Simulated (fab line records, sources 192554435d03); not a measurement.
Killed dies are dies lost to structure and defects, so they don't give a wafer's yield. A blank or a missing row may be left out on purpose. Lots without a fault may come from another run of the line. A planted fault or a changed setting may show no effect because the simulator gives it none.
Chamber matching | flow n5_finfet | N5_DUMMY_GATE_STRIP_48 on rie_diel-06: 4 sister chambers
The step strips in N2/H2, time 20 s. 14 wafers are shown with their chamber, then 7 later ones without.

WAFERS WITH THEIR CHAMBER
wafer  | chamber | showerhead_plenum_p_Torr (Torr) | drypump_motor_current_A (A) | oes_product_au (a.u.)
L949.1 | 2       | 3.35                            | 4.7                         | 0.71
L949.6 | 3       | 3.41                            | 4.8                         | 0.90
L950.1 | 1       | 3.52                            | 5.4                         | 0.82
L950.3 | 3       | 3.41                            | 4.8                         | 0.88
L951.4 | 0       | 3.24                            | 6.3                         | 0.73
L951.5 | 1       | 3.52                            | 5.4                         | 0.82
L952.2 | 3       | 3.40                            | 4.8                         | 0.87
L952.3 | 0       | 3.24                            | 6.3                         | 0.72
L952.6 | 0       | 3.24                            | 6.3                         | 0.72
L953.2 | 3       | 3.40                            | 4.8                         | 0.87
L953.5 | 1       | 3.52                            | 5.4                         | 0.81
L954.2 | 0       | 3.24                            | 6.2                         | 0.72
L954.3 | 2       | 3.35                            | 4.7                         | 0.71
L954.6 | 3       | 3.40                            | 4.7                         | 0.86

SIGNATURES (means of the wafers above)
reading                  | chamber 0 | chamber 1 | chamber 2 | chamber 3 | scatter within a chamber
showerhead_plenum_p_Torr | 3.2400    | 3.5200    | 3.3500    | 3.4040    | 0.00346
drypump_motor_current_A  | 6.275     | 5.400     | 4.700     | 4.780     | 0.0394
oes_product_au           | 0.7225    | 0.8167    | 0.7100    | 0.8760    | 0.0103
Rule: a wafer's distance from a chamber is the root of the sum, over the readings, of the square of ((its reading less the chamber's mean) divided by the reading's scatter). The wafer belongs to the nearest chamber; if the next one is less than 2 further off, it can't be placed. The scatter: the root of (the sum of the squares of (reading less its chamber's mean) over the shown wafers, divided by (wafers less chambers)).

WAFERS WITHOUT THEIR CHAMBER
wafer  | showerhead_plenum_p_Torr (Torr) | drypump_motor_current_A (A) | oes_product_au (a.u.)
L955.5 | 3.23                            | 6.3                         | 0.73
L955.6 | 3.52                            | 5.4                         | 0.81
L956.1 | 3.52                            | 5.4                         | 0.81
L956.5 | 3.52                            | 5.4                         | 0.81
L962.3 | 3.51                            | 5.4                         | 0.80
L962.4 | 3.51                            | 5.4                         | 0.80
L962.6 | 3.39                            | 4.8                         | 0.86

WHICH CHAMBER EACH WENT THROUGH
wafer  | from the rows above | in truth
L955.5 | 0                   | 0
L955.6 | 1                   | 1
L956.1 | 1                   | 1
L956.5 | 1                   | 1
L962.3 | 1                   | 1
L962.4 | 1                   | 1
L962.6 | 3                   | 3
Placed correctly: 7 of 7. Can't be placed from these rows: 0. Placed wrongly: 0.
